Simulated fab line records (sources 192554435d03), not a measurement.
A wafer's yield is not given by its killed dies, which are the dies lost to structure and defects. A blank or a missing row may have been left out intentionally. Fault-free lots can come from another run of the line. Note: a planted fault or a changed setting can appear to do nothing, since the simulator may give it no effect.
fab line records | flow n5_finfet | part 1 of 2: steps 1 to 24 of 37
[record] lots = 5 wafers = 15 last_day = 15
route steps=1938 shown BEOL_M11@1594 BEOL_M12@1602
lots that met no fault: from a run of the same line without faults
start_h: the number of hours between the record's first day and the start of the first shown wafer of the lot | wait_h: time in hours since the lot's previous step | " the same as in the row above | L1.1+2: one row covering several wafers at once | - no value, or no start was given | * or withheld: withheld | < > ~ a bound
route shown NAME@n: NAME is a module with steps in the file, n the number in the route of the first one | usual: mean/standard deviation taken from wafers without a fault | same: alike in all rows | chamber/n: place in a boat | sites: each site's reading | _std_site: the standard deviation of these | _edge_site: inner sites' mean taken away from outer sites' mean | radius_mm: how far each site lies from the wafer's centre | mask NAME#n: copy n | behind: the tool/chamber that last shaped the wafer | hold: what put the lot on hold/how long, in hours/how the hold closed | device: the transistor (n, p or np) that didn't switch | end of line: the same wafers' tests at the end of the route | where a step has no rows: the recipe by itself | killed: dies lost to structure and defects at the first sort, not the wafer's yield | map: dies across one wafer; x = killed, . = not, _ = none there
set.NAME: the setting the step ran with; set.NAME@STEP: the setting that earlier step ran with | model.NAME: the simulator's own value behind a step, which no gauge read
certain route steps with their lots: each step a table, each wafer a row
services: when a tool's chamber went out of use (start_h, in hours from the record's first day, below 0 if earlier), for how many hours, and the reason
[[steps]]
[step N5_BEOL_M11_ECD_50]
[recipe] material = Cu target_thk_a = 3180
// columns lot.wafer tool chamber start_h wait_h
L080.2+3+6 ecd_cu-02 1,0,1 246.04 0.1
L084.1+2+6 ecd_cu-02 1,0,0 270.58 0.1
L085.1+4+5 ecd_cu-02 0,0,1 280.45 0.1
L087.1+4+5 ecd_cu-02 0,1,1 292.11 0.1
L094.1+4+6 ecd_cu-01 1,1,0 324.54 0.1
[step N5_BEOL_M11_ANNEAL_51]
[recipe] temp_c = 225 time_s = 90 ambient = N2
[usual] wafer_temp_C_max = 226.16/0.27
// columns lot.wafer tool chamber start_h wait_h wafer_temp_C_max
L080.2 rtp_anneal-02 0 246.20 0.1 226.24
L080.3 " 0 " " 226.33
L080.6 " 0 " " 226.43
L084.1 rtp_anneal-02 0 270.69 0.1 226.09
L084.2 " 0 " " 226.29
L084.6 " 0 " " 226.07
L085.1 rtp_anneal-01 0 280.92 0.4 226.40
L085.4 " 0 " " 226.01
L085.5 " 0 " " 226.19
L087.1 rtp_anneal-01 0 292.26 0.1 226.34
L087.4 " 0 " " 226.65
L087.5 " 0 " " 226.89
L094.1 rtp_anneal-01 0 324.84 0.3 226.13
L094.4 " 0 " " 226.27
L094.6 " 0 " " 226.21
[step N5_BEOL_M11_CMP_52]
[recipe] stop_on = SiCOH_lowk t_overpolish_s = 7 down_force_psi = 1 platen_rpm = 50 clearing_platen_down_force_psi = 1.5 clearing_platen_rpm = 50 post_cmp_clean = cu_alkaline target_thk_nm = 140 clearing_platen_pad_velocity_m_s = 0.99484 pad_velocity_m_s = 0.99484
[usual] barrier_field_endpoint_s = 29.1/0.78 head_pressure_psi = 0.9999/0.0022 motor_current_A = 5.8/0.62 overpolish_run_s = 7.000/0.0083 time_to_endpoint_s = 66/3.5
// columns lot.wafer tool chamber start_h wait_h barrier_field_endpoint_s head_pressure_psi motor_current_A overpolish_run_s time_to_endpoint_s
L080.3 cmp-03 1 246.53 0.2 29.0 0.9990 5.6 7.000 67
L080.2 " 2 " " 28.5 1.0053 6.4 7.004 69
L080.6 " 3 " " 28.0 0.9940 5.6 6.996 64
L084.2 cmp-03 3 271.02 0.2 28.5 1.0006 5.5 7.004 69
L084.1 " 1 " " 29.1 0.9985 4.9 6.993 64
L084.6 " 3 " " 29.4 0.9985 5.8 6.988 67
L085.4 cmp-02 3 281.30 0.2 30.1 0.9999 6.2 6.994 70
L085.1 " 0 " " 29.3 1.0020 5.9 6.992 68
L085.5 " 2 " " 30.5 1.0013 5.4 6.998 71
L087.4 cmp-01 2 292.61 0.2 29.8 1.0023 7.3 7.000 73
L087.1 " 0 " " 28.2 1.0014 5.3 6.997 65
L087.5 " 2 " " 29.9 0.9996 7.1 6.996 70
L094.4 cmp-03 3 325.14 0.1 28.5 0.9972 5.2 7.001 63
L094.1 " 0 " " 28.2 1.0011 5.4 7.010 61
L094.6 " 3 " " 28.6 0.9976 5.9 6.997 62
[step N5_BEOL_M11_THK_MEAS_53]
[recipe] thk_meas_gauge = xrf reads = Cu_of_BEOL_M11_ECD_50
[usual] M11_THK = 140.7/2.7
// columns lot.wafer tool chamber start_h wait_h M11_THK[nm]
L080.2 film_metro-02 - 246.75 - 145.6
L080.3 " - " " 139.3
L080.6 " - " " 139.3
L084.1 film_metro-01 - 271.28 - 134.9
L084.2 " - " " 140.6
L084.6 " - " " 141.0
L085.1 film_metro-01 - 281.52 - 139.3
L085.4 " - " " 144.4
L085.5 " - " " 146.2
L087.1 film_metro-02 - 292.87 - 141.0
L087.4 " - " " 144.0
L087.5 " - " " 138.2
L094.1 film_metro-01 - 325.43 - 138.4
L094.4 " - " " 137.7
L094.6 " - " " 135.1
[step N5_BEOL_M11_PRE_CLEAN_55]
[recipe] gas = NH3 time_s = 15 temp_c = withheld rf_power_w = 300
// columns lot.wafer tool chamber start_h wait_h
L080.2+3+6 pecvd-04 1,0,1 246.78 0.0
L084.1+2+6 pecvd-04 1,0,0 271.32 0.0
L085.1+4+5 pecvd-03 1,1,2 281.56 0.0
L087.1+4+5 pecvd-03 1,1,0 292.90 0.0
L094.1+4+6 pecvd-04 0,0,1 325.47 0.0
[step N5_BEOL_M11_DEP_56]
[recipe] material = SiCN target_thk_a = 300 temp_c = withheld precursor = 3MS/NH3 pressure_torr = 3 rf_w = 675 time_s = 10.5
[usual] chamber_pressure_Torr = 3.000/0.0068 showerhead_plenum_p_Torr = 4.144/0.018 throttle_valve_pct = 18.4/1.2
// columns lot.wafer tool chamber start_h wait_h chamber_pressure_Torr showerhead_plenum_p_Torr throttle_valve_pct
L080.2 pecvd-04 1 246.81 0.0 3.003 4.172 20.9
L080.3 " 0 " " 2.995 4.106 18.4
L080.6 " 1 " " 2.992 4.169 21.0
L084.1 pecvd-04 1 271.34 0.0 3.000 4.166 20.7
L084.2 " 0 " " 2.993 4.119 18.3
L084.6 " 0 " " 2.996 4.116 18.3
L085.1 pecvd-03 1 281.58 0.0 3.009 4.142 18.8
L085.4 " 1 " " 3.010 4.147 18.8
L085.5 " 2 " " 3.005 4.144 17.5
L087.1 pecvd-03 1 292.93 0.0 3.004 4.149 19.0
L087.4 " 1 " " 3.004 4.136 18.7
L087.5 " 0 " " 2.990 4.140 19.0
L094.1 pecvd-04 0 325.50 0.0 3.011 4.108 18.5
L094.4 " 0 " " 3.000 4.112 18.3
L094.6 " 1 " " 2.993 4.165 20.9
[step N5_BEOL_M11_RS_MEAS_57]
[recipe] thk_meas_gauge = four-point-probe reads = Cu_of_BEOL_M11_ECD_50+Co_of_BEOL_M11_CVD_75+TaN_of_BEOL_M11_ALD_74
[usual] M11_RS = 0.152/0.0031
// columns lot.wafer tool chamber start_h wait_h M11_RS[ohm/sq]
L080.2 film_metro-02 - 246.87 0.0 0.146
L080.3 " - " " 0.154
L080.6 " - " " 0.155
L084.1 film_metro-02 - 271.40 0.0 0.158
L084.2 " - " " 0.152
L084.6 " - " " 0.151
L085.1 film_metro-01 - 281.65 0.0 0.153
L085.4 " - " " 0.147
L085.5 " - " " 0.145
L087.1 film_metro-01 - 292.99 0.0 0.153
L087.4 " - " " 0.149
L087.5 " - " " 0.156
L094.1 film_metro-01 - 325.56 0.0 0.155
L094.4 " - " " 0.156
L094.6 " - " " 0.160
[step N5_BEOL_M11_INSPECT_58]
[recipe] inspect_instrument = darkfield mode = post_dep
[usual] raw_defect_count = 65/19
// columns lot.wafer tool chamber start_h wait_h raw_defect_count
L080.2 defect_inspect-02 - 246.90 0.0 58
L080.3 " - " " 67
L080.6 " - " " 59
L084.1 defect_inspect-01 - 271.43 0.0 68
L084.2 " - " " 82
L084.6 " - " " 72
L085.1 defect_inspect-01 - 281.67 0.0 53
L085.4 " - " " 82
L085.5 " - " " 60
L087.1 defect_inspect-01 - 293.02 0.0 69
L087.4 " - " " 63
L087.5 " - " " 68
L094.1 defect_inspect-01 - 325.59 0.0 82
L094.4 " - " " 47
L094.6 " - " " 118
[step N5_BEOL_M12_ILD_DEP_00]
[recipe] material = SiOC target_thk_a = 6589.2 temp_c = 350 precursor = DEMS/O2 pressure_torr = 5 rf_w = 500 time_s = 130.7
[usual] chamber_pressure_Torr = 4.999/0.011 heater_power_w = 481/75 showerhead_plenum_p_Torr = 5.687/0.01 throttle_valve_pct = 12.1/0.81
// columns lot.wafer tool chamber start_h wait_h chamber_pressure_Torr heater_power_w showerhead_plenum_p_Torr throttle_valve_pct
L080.2 pecvd-01 2 246.93 0.0 4.997 391 5.696 11.1
L080.3 " 0 " " 4.988 490 5.692 11.7
L080.6 " 2 " " 5.023 432 5.698 10.8
L084.1 pecvd-02 0 271.47 0.0 4.995 468 5.672 11.8
L084.2 " 1 " " 5.001 558 5.710 12.4
L084.6 " 2 " " 4.995 421 5.681 11.2
L085.1 pecvd-01 1 281.71 0.0 5.002 458 5.668 13.5
L085.4 " 2 " " 5.006 374 5.686 11.1
L085.5 " 1 " " 5.004 474 5.672 13.1
L087.1 pecvd-03 2 293.06 0.0 4.989 454 5.671 11.8
L087.4 " 0 " " 4.993 501 5.673 12.4
L087.5 " 1 " " 5.006 468 5.694 12.3
L094.1 pecvd-01 1 325.62 0.0 5.000 488 5.688 13.4
L094.4 " 0 " " 4.996 598 5.693 12.0
L094.6 " 1 " " 4.998 390 5.687 13.3
[step N5_BEOL_M12_THK_MEAS_01]
[recipe] reads = SiOC_of_BEOL_M12_ILD_DEP_00
[usual] M12_ILD_THK = 664/7.9
// columns lot.wafer tool chamber start_h wait_h M12_ILD_THK[nm]
L080.2 film_metro-02 - 247.07 0.1 665
L080.3 " - " " 666
L080.6 " - " " 665
L084.1 film_metro-02 - 271.60 0.1 652
L084.2 " - " " 666
L084.6 " - " " 669
L085.1 film_metro-02 - 281.84 0.1 662
L085.4 " - " " 670
L085.5 " - " " 672
L087.1 film_metro-02 - 293.19 0.1 659
L087.4 " - " " 680
L087.5 " - " " 662
L094.1 film_metro-01 - 325.75 0.1 662
L094.4 " - " " 672
L094.6 " - " " 667
[step N5_BEOL_M12_COAT_58]
[recipe] resist = BARC temp_c = 205 time_s = 60 spin_rpm = 1500 resist_thk_nm = 89
// columns lot.wafer tool chamber start_h wait_h
L080.2+3+6 litho_track-02 0 247.10 0.0
L084.1+2+6 litho_track-02 0 271.63 0.0
L085.1+4+5 litho_track-01 0 281.87 0.0
L087.1+4+5 litho_track-03 0 293.22 0.0
L094.1+4+6 litho_track-02 0 325.79 0.0
[step N5_BEOL_M12_COAT_04]
[recipe] spin_rpm = 1625 resist_thk_nm = 400
// columns lot.wafer tool chamber start_h wait_h
L080.2+3+6 litho_track-02 0 - -
L084.1+2+6 litho_track-02 0 - -
L085.1+4+5 litho_track-01 0 - -
L087.1+4+5 litho_track-03 0 - -
L094.1+4+6 litho_track-02 0 - -
[step N5_BEOL_M12_EBR_06]
[recipe] solvent = PGMEA ebr_width_mm = 1.5
// columns lot.wafer tool chamber start_h wait_h
L080.2+3+6 litho_track-02 0 - -
L084.1+2+6 litho_track-02 0 - -
L085.1+4+5 litho_track-01 0 - -
L087.1+4+5 litho_track-03 0 - -
L094.1+4+6 litho_track-02 0 - -
[step N5_BEOL_M12_SOFTBAKE_05]
[recipe] temp_c = 130 time_s = 60
// columns lot.wafer tool chamber start_h wait_h
L080.2+3+6 litho_track-02 0 - -
L084.1+2+6 litho_track-02 0 - -
L085.1+4+5 litho_track-01 0 - -
L087.1+4+5 litho_track-03 0 - -
L094.1+4+6 litho_track-02 0 - -
[step N5_BEOL_M12_EXPOSE_07]
[recipe] mask_id = V11 na = 0.93 source_shape = conventional sigma_outer = 0.6 polarization = unpolarized attpsm_phase_deg = 180 dose_mj = 32.5
// columns lot.wafer tool chamber start_h wait_h mask
L080.2+3+6 krf_scanner-01 0 247.33 - V11#0
L084.1+2+6 krf_scanner-02 0 271.85 - V11#0
L085.1+4+5 krf_scanner-02 0 281.97 - V11#0
L087.1+4+5 krf_scanner-02 0 293.44 - V11#0
L094.1+4+6 krf_scanner-02 0 326.01 - V11#0
[step N5_BEOL_M12_PEB_08]
[recipe] peb_temp_c = 130 peb_time_s = 90
// columns lot.wafer tool chamber start_h wait_h
L080.2+3+6 litho_track-02 0 247.38 0.0
L084.1+2+6 litho_track-01 0 271.91 0.1
L085.1+4+5 litho_track-01 0 282.03 0.1
L087.1+4+5 litho_track-03 0 293.50 0.1
L094.1+4+6 litho_track-01 0 326.07 0.1
[step N5_BEOL_M12_DEVELOP_09]
[recipe] develop_time_s = 45 rinse_liquid = diw dry = air_spin dev_temp_c = 21
// columns lot.wafer tool chamber start_h wait_h
L080.2+3+6 litho_track-02 0 - -
L084.1+2+6 litho_track-01 0 - -
L085.1+4+5 litho_track-01 0 - -
L087.1+4+5 litho_track-03 0 - -
L094.1+4+6 litho_track-01 0 - -
[step N5_BEOL_M12_HARDBAKE_14]
[recipe] temp_c = 130 time_s = 120
// columns lot.wafer tool chamber start_h wait_h
L080.2+3+6 litho_track-02 0 - -
L084.1+2+6 litho_track-01 0 - -
L085.1+4+5 litho_track-01 0 - -
L087.1+4+5 litho_track-03 0 - -
L094.1+4+6 litho_track-01 0 - -
[step N5_BEOL_M12_CD_MEAS_10]
[recipe] target_cd_nm = 140 landing_energy_ev = 500 detector = se_inlens polarity = opening
[usual] cd_nm = 141.1/1.5
// columns lot.wafer tool chamber start_h wait_h cd_nm
L080.2 cd_sem-02 0 247.49 - 138.6
L080.3 " 0 " " 140.2
L080.6 " 0 " " 140.6
L084.1 cd_sem-03 0 272.03 - 140.6
L084.2 " 0 " " 142.1
L084.6 " 0 " " 140.8
L085.1 cd_sem-03 0 282.15 - 141.2
L085.4 " 0 " " 143.3
L085.5 " 0 " " 142.0
L087.1 cd_sem-03 0 293.61 - 144.4
L087.4 " 0 " " 142.5
L087.5 " 0 " " 143.3
L094.1 cd_sem-02 0 326.19 - 139.3
L094.4 " 0 " " 139.3
L094.6 " 0 " " 139.5
[step N5_BEOL_M12_OVL_MEAS_11]
[recipe] points_per_wafer = 44
[usual] V11_OVL = -2/5.2
[same] points_per_wafer = 44
// columns lot.wafer tool chamber start_h wait_h V11_OVL[nm]
L080.2 overlay-02 0 247.53 0.0 -5
L080.3 " 0 " " -9
L080.6 " 0 " " -8
L084.1 overlay-02 0 272.06 0.0 2
L084.2 " 0 " " -8
L084.6 " 0 " " -10
L085.1 overlay-02 0 282.18 0.0 4
L085.4 " 0 " " -8
L085.5 " 0 " " 2
L087.1 overlay-01 0 293.65 0.0 6
L087.4 " 0 " " -2
L087.5 " 0 " " 3
L094.1 overlay-01 0 326.22 0.0 0
L094.4 " 0 " " 6
L094.6 " 0 " " 7
[step N5_BEOL_M12_INSPECT_12]
[recipe] mode = adi inspect_instrument = macro
[usual] raw_defect_count = 2.0/1.5
// columns lot.wafer tool chamber start_h wait_h raw_defect_count
L080.2 defect_inspect-01 - 247.55 0.0 1
L080.3 " - " " 2
L080.6 " - " " 3
L084.1 defect_inspect-02 - 272.08 0.0 1
L084.2 " - " " 3
L084.6 " - " " 2
L085.1 defect_inspect-02 - 282.20 0.0 2
L085.4 " - " " 3
L085.5 " - " " 1
L087.1 defect_inspect-02 - 293.67 0.0 1
L087.4 " - " " 8
L087.5 " - " " 1
L094.1 defect_inspect-02 - 326.24 0.0 2
L094.4 " - " " 3
L094.6 " - " " 1
[step N5_BEOL_M12_DESCUM_15]
[recipe] chemistry = O2 time_s = 7.9 source_power_w = 50 bias_power_w = 20 pressure_mtorr = 20 rf_frequency_hz = 2.712e+07 temp_c = 40 o2_flow_sccm = 225
[usual] bias_power_w = 20.01/0.055 drypump_motor_current_A = 5.7/0.4 oes_product_au = 0.80/0.09 rf_vpp_V = 243.1/1.4 showerhead_plenum_p_Torr = 2.09/0.072 temp_c = 40.01/0.12 throttle_valve_pct = 20.52/0.17
// columns lot.wafer tool chamber start_h wait_h bias_power_w drypump_motor_current_A oes_product_au rf_hours_counter_h rf_vpp_V showerhead_plenum_p_Torr temp_c throttle_valve_pct
L080.2 rie_diel-04 0 247.62 0.1 20.00 6.1 0.77 129 240.9 2.02 40.10 20.52
L080.3 " 2 " " 19.94 6.4 0.72 210 243.1 1.98 40.07 20.39
L080.6 " 1 " " 19.97 5.4 0.85 - 243.0 2.11 39.96 20.42
L084.1 rie_diel-04 2 272.31 0.2 19.96 6.4 0.70 219 242.1 1.98 39.97 20.39
L084.2 " 3 " " 20.05 5.6 0.70 233 242.1 2.07 39.82 20.75
L084.6 " 1 " " 19.94 5.4 0.84 - 243.5 2.10 39.98 20.41
L085.1 rie_diel-06 1 282.23 0.0 20.04 6.1 0.94 10 243.6 2.13 39.77 20.32
L085.4 " 3 " " 19.90 5.9 0.91 - 242.9 2.04 40.03 20.65
L085.5 " 0 " " 20.01 5.9 0.93 - 243.7 2.11 39.92 20.15
L087.1 rie_diel-04 2 294.02 0.4 19.99 6.4 0.69 224 242.0 1.98 40.21 20.41
L087.4 " 0 " " 20.04 6.1 0.75 147 241.5 2.01 39.79 20.55
L087.5 " 1 " " 20.06 5.4 0.84 - 243.5 2.10 39.90 20.43
L094.1 rie_diel-06 3 326.28 0.0 19.99 6.0 0.88 36 242.2 2.03 40.00 20.66
L094.4 " 0 " " 20.06 5.9 0.89 42 243.8 2.11 39.96 20.20
L094.6 " 2 " " 20.05 5.3 0.94 - 244.5 2.23 39.98 20.33
[step N5_BEOL_M12_ETCH_59]
[recipe] chemistry = N2/H2 target = BARC target_depth_a = 890 overetch_a = 267 time_s = 67.9 ion_energy_ev = 200 pressure_mtorr = 30 source_w = 840 bias_w = 150 n2_flow_sccm = 200 h2_flow_sccm = 200
[usual] drypump_motor_current_A = 5.7/0.4 oes_product_au = 0.68/0.073 rf_vpp_V = 523.9/2.5 showerhead_plenum_p_Torr = 2.54/0.082 throttle_valve_pct = 17.94/0.18
// columns lot.wafer tool chamber start_h wait_h drypump_motor_current_A oes_product_au rf_hours_counter_h rf_vpp_V showerhead_plenum_p_Torr throttle_valve_pct
L080.2 rie_diel-04 0 247.65 0.0 6.2 0.65 129 520.6 2.43 17.77
L080.3 " 2 " " 6.4 0.61 210 520.3 2.43 17.93
L080.6 " 1 " " 5.4 0.72 - 524.2 2.57 17.96
L084.1 rie_diel-04 2 272.34 0.0 6.4 0.61 219 519.4 2.42 17.94
L084.2 " 3 " " 5.7 0.60 233 522.3 2.50 18.21
L084.6 " 1 " " 5.4 0.71 - 524.0 2.56 17.97
L085.1 rie_diel-06 1 282.27 0.0 6.1 0.79 10 525.3 2.59 17.71
L085.4 " 3 " " 5.9 0.77 - 522.8 2.49 18.03
L085.5 " 0 " " 6.0 0.79 - 524.6 2.56 17.60
L087.1 rie_diel-04 2 294.06 0.0 6.4 0.60 224 519.4 2.42 17.95
L087.4 " 0 " " 6.2 0.64 147 521.8 2.43 17.79
L087.5 " 1 " " 5.4 0.70 - 524.7 2.56 18.00
L094.1 rie_diel-06 3 326.31 0.0 5.9 0.75 36 520.9 2.48 18.06
L094.4 " 0 " " 6.0 0.76 42 525.2 2.56 17.61
L094.6 " 2 " " 5.3 0.79 - 528.3 2.71 17.78
[step N5_BEOL_M12_VIA_ETCH_16]
[recipe] chemistry = C4F8/O2/Ar target = SiOC pressure_mtorr = 30 source_w = 3000 bias_w = 700 Ar_flow_sccm = 400 C4F8_flow_sccm = 15 O2_flow_sccm = 8 he_inner_torr = 15 he_outer_torr = 30 target_depth_a = 7248 time_s = withheld ion_energy_ev = 250 ends = cleared
[usual] drypump_motor_current_A = 5.7/0.4 oes_product_au = 0.72/0.082 rf_vpp_V = 665/3.1 showerhead_plenum_p_Torr = 3.42/0.1 throttle_valve_pct = 24.34/0.2
// columns lot.wafer tool chamber start_h wait_h drypump_motor_current_A oes_product_au rf_vpp_V showerhead_plenum_p_Torr throttle_valve_pct
L080.2 rie_diel-04 0 247.71 0.0 6.2 0.69 663 3.31 24.28
L080.3 " 2 " " 6.4 0.64 661 3.25 24.15
L080.6 " 1 " " 5.4 0.76 667 3.43 24.20
L084.1 rie_diel-04 2 272.40 0.0 6.4 0.64 659 3.25 24.15
L084.2 " 3 " " 5.7 0.64 665 3.39 24.61
L084.6 " 1 " " 5.4 0.75 666 3.43 24.19
L085.1 rie_diel-06 1 282.32 0.0 6.1 0.85 667 3.50 24.24
L085.4 " 3 " " 6.0 0.84 663 3.37 24.61
L085.5 " 0 " " 6.0 0.84 667 3.46 24.05
L087.1 rie_diel-04 2 294.11 0.0 6.4 0.63 662 3.25 24.16
L087.4 " 0 " " 6.1 0.68 662 3.30 24.32
L087.5 " 1 " " 5.4 0.75 666 3.42 24.20
L094.1 rie_diel-06 3 326.36 0.0 5.9 0.79 664 3.36 24.64
L094.4 " 0 " " 6.0 0.82 667 3.45 24.06
L094.6 " 2 " " 5.3 0.84 672 3.67 24.37
